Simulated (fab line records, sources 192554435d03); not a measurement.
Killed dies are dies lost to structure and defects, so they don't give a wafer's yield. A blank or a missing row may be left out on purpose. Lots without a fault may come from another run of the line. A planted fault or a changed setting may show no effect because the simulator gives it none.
fab line records | flow n5_finfet | part 2 of 2: steps 19 to 27 of 27
record lots=5 wafers=15 last_day=19
route steps=1938 shown FIN_CUT@158 STI_FIN_REVEAL@183
lots that met no fault: from a run of the same line without faults
start_h: hours from the record's first day to the start of the lot's first wafer shown | wait_h: hours since the lot's step before | " the same as in the row above | L1.1+2: a row that stands for several wafers | - no value, or no start given | * or withheld: withheld | < > ~ a bound
route shown NAME@n: a module of which the file shows steps, and the number in the route of the first | usual: mean/standard deviation of fault-free wafers | same: alike in all rows | chamber/n: place in a boat | sites: the reading at each site | _std_site: their standard deviation | _edge_site: outer sites' mean less inner sites' | radius_mm: how far each site lies from the wafer's centre | mask NAME#n: copy n | behind: the tool/chamber that last shaped the wafer | hold: why the lot was held/for how many hours/how that ended | device: the transistor (n, p or np) that didn't switch | end of line: the same wafers' tests at the end of the route | a step without rows: its recipe alone | killed: dies lost to structure and defects at the first sort, not the wafer's yield | map: a wafer's dies, x killed, . not, _ none there
set.NAME: the setting as run; set.NAME@STEP: as run at that earlier step | model.NAME: the simulator's own value behind a step, which no gauge read
lots at some steps of the route; a table a step, a row a wafer
services: from which hour (start_h, from the record's first day; less than 0 if before it) a tool's chamber was out of use, for how many hours, and why
## steps
# step N5_FIN_CUT_CUT_ETCH_15
# recipe chemistry=HBr/Cl2/O2 target=Si target_depth_a=1000 bt_time_s=10 mask_material=SOC time_s=42.4 ion_energy_ev=* bias_w=* pressure_mtorr=10 icp_w=800 HBr_flow_sccm=150 Cl2_flow_sccm=80 O2_flow_sccm=12
# usual drypump_motor_current_A=6.0/0.35 oes_o_777_au=1.00/0.038 oes_product_au=1.000/0.017 throttle_valve_pct=37.1/0.35
# same time_s=42.4
# columns lot.wafer tool chamber start_h wait_h drypump_motor_current_A oes_o_777_au oes_product_au rf_hours_counter_h throttle_valve_pct
L077.2 rie_si-02 3 46.61 0.1 5.9 0.95 0.991 47 36.9
L077.3 " 1 " " 6.6 1.01 1.010 26 36.9
L077.6 " 1 " " 6.5 1.01 1.013 - 36.9
L080.2 rie_si-04 1 66.17 0.1 5.9 1.04 1.009 115 37.7
L080.3 " 3 " " 5.8 0.94 0.976 - 37.4
L080.4 " 1 " " 5.9 1.04 1.006 - 37.8
L086.1 rie_si-02 0 101.90 0.1 5.8 1.07 1.034 104 36.6
L086.3 " 2 " " 6.5 0.98 0.995 184 37.1
L086.5 " 3 " " 5.9 0.94 0.979 - 36.9
L090.1 rie_si-04 2 123.36 0.1 6.3 0.99 1.001 112 36.8
L090.3 " 0 " " 6.0 1.01 1.012 75 37.3
L090.5 " 0 " " 6.0 1.01 1.004 - 37.3
L096.1 rie_si-03 1 159.72 0.1 6.0 0.96 1.005 60 36.9
L096.3 " 2 " " 5.9 1.03 1.017 92 37.1
L096.5 " 0 " " 5.8 1.02 0.988 - 37.8
# step N5_FIN_CUT_CUT_ETCH_28
# recipe chemistry=HBr/Cl2/O2 target=Si target_depth_a=60 mask_material=SOC time_s=2.4 ion_energy_ev=* bias_w=* pressure_mtorr=10 icp_w=800 HBr_flow_sccm=150 Cl2_flow_sccm=80 O2_flow_sccm=12
# usual drypump_motor_current_A=6.0/0.35 oes_o_777_au=1.00/0.037 oes_product_au=1.000/0.017 throttle_valve_pct=37.1/0.35
# same time_s=2.4
# columns lot.wafer tool chamber start_h wait_h drypump_motor_current_A oes_o_777_au oes_product_au rf_hours_counter_h throttle_valve_pct
L077.2 rie_si-02 3 46.66 0.0 5.9 0.95 0.977 47 36.9
L077.3 " 1 " " 6.6 1.01 1.010 26 36.9
L077.6 " 1 " " 6.6 1.00 1.001 - 36.9
L080.2 rie_si-04 1 66.25 0.1 5.9 1.04 1.007 115 37.7
L080.3 " 3 " " 5.8 0.95 0.979 - 37.3
L080.4 " 1 " " 5.9 1.04 1.004 - 37.8
L086.1 rie_si-02 0 101.95 0.0 5.8 1.06 1.035 104 36.6
L086.3 " 2 " " 6.4 0.98 1.002 184 37.1
L086.5 " 3 " " 5.9 0.95 0.979 - 36.9
L090.1 rie_si-04 2 123.42 0.0 6.3 0.99 1.009 112 36.9
L090.3 " 0 " " 6.0 1.01 1.007 75 37.3
L090.5 " 0 " " 6.0 1.02 1.004 - 37.3
L096.1 rie_si-03 1 159.77 0.0 6.1 0.96 0.998 60 36.9
L096.3 " 2 " " 5.9 1.02 1.026 92 37.1
L096.5 " 0 " " 5.8 1.01 0.980 - 37.9
# step N5_FIN_CUT_STRIP_22
# recipe chemistry=N2/H2 power_w=500 temp_c=40 pressure_mtorr=50 rf_frequency_hz=6e+07 overash_fraction=0.3 bias_power_w=8 h2_frac=0.5 n2_flow_sccm=300 h2_flow_sccm=300
# usual drypump_motor_current_A=5.7/0.46 oes_product_au=0.78/0.088 rf_vpp_V=54.2/2.4 showerhead_plenum_p_Torr=3.36/0.12 throttle_valve_pct=18.9/0.33
# columns lot.wafer tool chamber start_h wait_h drypump_motor_current_A oes_product_au rf_hours_counter_h rf_vpp_V showerhead_plenum_p_Torr throttle_valve_pct
L077.2 rie_diel-02 0 46.73 0.0 5.6 0.69 228 53.9 3.45 19.2
L077.3 " 2 " " 5.3 0.68 224 53.6 3.46 19.0
L077.6 " 0 " " 5.6 0.71 - 56.1 3.45 19.2
L080.2 rie_diel-04 0 66.34 0.1 5.1 0.91 20 53.1 3.30 18.9
L080.3 " 2 " " 6.0 0.71 186 54.9 3.48 18.9
L080.4 " 3 " " 6.5 0.83 88 51.0 3.13 18.5
L086.1 rie_diel-04 2 102.02 0.0 6.0 0.71 197 53.1 3.47 18.9
L086.3 " 0 " " 5.1 0.91 31 51.7 3.29 18.9
L086.5 " 3 " " 6.4 0.83 - 52.1 3.13 18.5
L090.1 rie_diel-04 3 123.48 0.0 6.5 0.80 101 52.4 3.12 18.5
L090.3 " 0 " " 5.1 0.88 39 51.3 3.29 19.0
L090.5 " 2 " " 6.0 0.71 - 52.2 3.47 19.0
L096.1 rie_diel-01 0 159.84 0.0 6.2 0.76 165 58.3 3.48 19.0
L096.3 " 2 " " 6.1 0.69 248 54.0 3.18 18.8
L096.5 " 2 " " 6.0 0.68 - 55.0 3.18 18.8
# step N5_FIN_CUT_PRECLEAN_36
# recipe chemistry=O3/DIW time_s=60 temp_c=22 o3_ppm=10
# same time_s=60
# columns lot.wafer tool chamber start_h wait_h
L077.2+3+6 wet_bench-06 7,2,1 46.79 -
L080.2+3+4 wet_bench-04 2,1,5 66.41 -
L086.1+3+5 wet_bench-06 3,5,1 102.09 -
L090.1+3+5 wet_bench-06 3,6,1 123.55 -
L096.1+3+5 wet_bench-03 1,0,6 159.91 -
# step N5_FIN_CUT_SRD_32
# recipe dry=ipa_marangoni time_s=30 temp_c=23 rinse_liquid=diw
# same time_s=30
# columns lot.wafer tool chamber start_h wait_h
L077.2+3+6 wet_bench-06 7,2,1 46.81 0.0
L080.2+3+4 wet_bench-04 2,1,5 66.43 0.0
L086.1+3+5 wet_bench-06 3,5,1 102.11 0.0
L090.1+3+5 wet_bench-06 3,6,1 123.57 0.0
L096.1+3+5 wet_bench-03 1,0,6 159.93 0.0
# step N5_FIN_CUT_UV_OZONE_34
# recipe time_s=120 pressure_torr=760 temp_c=25
# same time_s=120
# columns lot.wafer tool chamber start_h wait_h
L077.2+3+6 wet_bench-06 7,2,1 46.83 0.0
L080.2+3+4 wet_bench-04 2,1,5 66.45 0.0
L086.1+3+5 wet_bench-06 3,5,1 102.12 0.0
L090.1+3+5 wet_bench-06 3,6,1 123.59 0.0
L096.1+3+5 wet_bench-03 1,0,6 159.95 0.0
# step N5_FIN_CUT_INSPECT_17
# recipe inspect_instrument=brightfield mode=aei
# usual raw_defect_count=249/78
# columns lot.wafer tool chamber start_h wait_h raw_defect_count
L077.2 defect_inspect-01 - 46.89 0.0 277
L077.3 " - " " 181
L077.6 " - " " 189
L080.2 defect_inspect-01 - 66.51 0.0 175
L080.3 " - " " 200
L080.4 " - " " 183
L086.1 defect_inspect-02 - 102.18 0.0 200
L086.3 " - " " 216
L086.5 " - " " 206
L090.1 defect_inspect-01 - 123.64 0.0 216
L090.3 " - " " 205
L090.5 " - " " 227
L096.1 defect_inspect-02 - 160.01 0.0 185
L096.3 " - " " 282
L096.5 " - " " 212
# step N5_STI_FIN_REVEAL_ALD_00
# recipe material=SiO2 target_thk_a=10 temp_c=300 ald_precursor_family=BDEAS ald_co_reactant=O2-plasma pulse_time_s=1 pressure_torr=2
# usual chamber_pressure_Torr=2.001/0.0043 heater_power_w=473/34 precursor_pulse_height_rel=1.002/0.021
# columns lot.wafer tool chamber start_h wait_h chamber_pressure_Torr heater_power_w precursor_pulse_height_rel
L077.2 ald_sin-02 0 46.92 0.0 1.998 515 1.001
L077.3 " 3 " " 1.996 514 0.995
L077.6 " 0 " " 2.000 511 1.014
L080.2 ald_sin-04 3 66.63 0.1 2.006 464 0.963
L080.3 " 0 " " 1.996 497 0.997
L080.4 " 1 " " 2.001 448 0.998
L086.1 ald_sin-02 3 102.25 0.1 1.998 529 1.039
L086.3 " 1 " " 2.000 479 1.024
L086.5 " 3 " " 2.006 516 0.980
L090.1 ald_sin-04 1 124.09 0.4 1.997 439 0.989
L090.3 " 3 " " 2.000 449 0.970
L090.5 " 3 " " 2.004 453 0.988
L096.1 ald_sin-02 1 160.04 0.0 1.991 492 1.011
L096.3 " 0 " " 2.002 526 0.976
L096.5 " 1 " " 1.999 489 0.979
# step N5_STI_FIN_REVEAL_ALD_14
# recipe material=Si3N4 target_thk_a=30 temp_c=400 ald_precursor_family=SiH2I2 ald_co_reactant=N2/H2-plasma pressure_torr=2
# usual chamber_pressure_Torr=2.000/0.0043 heater_power_w=845/60
# columns lot.wafer tool chamber start_h wait_h chamber_pressure_Torr heater_power_w
L077.2 ald_sin-02 0 46.97 0.0 2.002 914
L077.3 " 3 " " 1.992 916
L077.6 " 0 " " 1.997 931
L080.2 ald_sin-04 3 66.68 0.0 2.005 829
L080.3 " 0 " " 2.001 903
L080.4 " 1 " " 2.003 785
L086.1 ald_sin-02 3 102.30 0.0 1.997 932
L086.3 " 1 " " 1.996 881
L086.5 " 3 " " 1.997 918
L090.1 ald_sin-04 1 124.14 0.0 2.008 785
L090.3 " 3 " " 2.004 839
L090.5 " 3 " " 2.004 835
L096.1 ald_sin-02 1 160.09 0.0 1.992 877
L096.3 " 0 " " 1.999 912
L096.5 " 1 " " 1.996 865
## services
# columns tool chamber start_h hours kind
rie_diel-04 1 41.38 19.2 repair
vapor_etch-02 1 44.99 4.7 repair
euv_scanner-02 - 50.03 1.0 pm
wet_bench-03 - 50.58 2.1 repair
euv_scanner-01 - 52.74 1.0 pm
vapor_etch-02 - 57.35 15.6 pm
rie_si-04 2 62.42 6.7 repair
rie_si-04 0 62.45 3.8 repair
ald_sin-04 - 64.18 1.5 repair
rie_diel-04 - 65.40 0.4 repair
rie_diel-04 - 67.56 0.6 repair
rie_diel-01 - 69.78 2.8 pm
euv_scanner-01 - 70.80 1.6 repair
euv_scanner-01 - 78.23 4.6 pm
rie_diel-02 1 84.66 13.2 repair
wet_bench-04 - 87.35 63.2 repair
euv_scanner-02 - 106.18 1.0 pm
euv_scanner-01 - 108.89 1.0 pm
rie_si-03 1 120.88 3.4 repair
vapor_etch-01 - 129.61 14.6 pm
euv_scanner-02 - 135.89 4.6 pm
ald_sin-04 - 136.70 1.3 repair
ald_sin-02 3 140.63 5.9 repair
rie_diel-02 - 153.92 15.6 pm
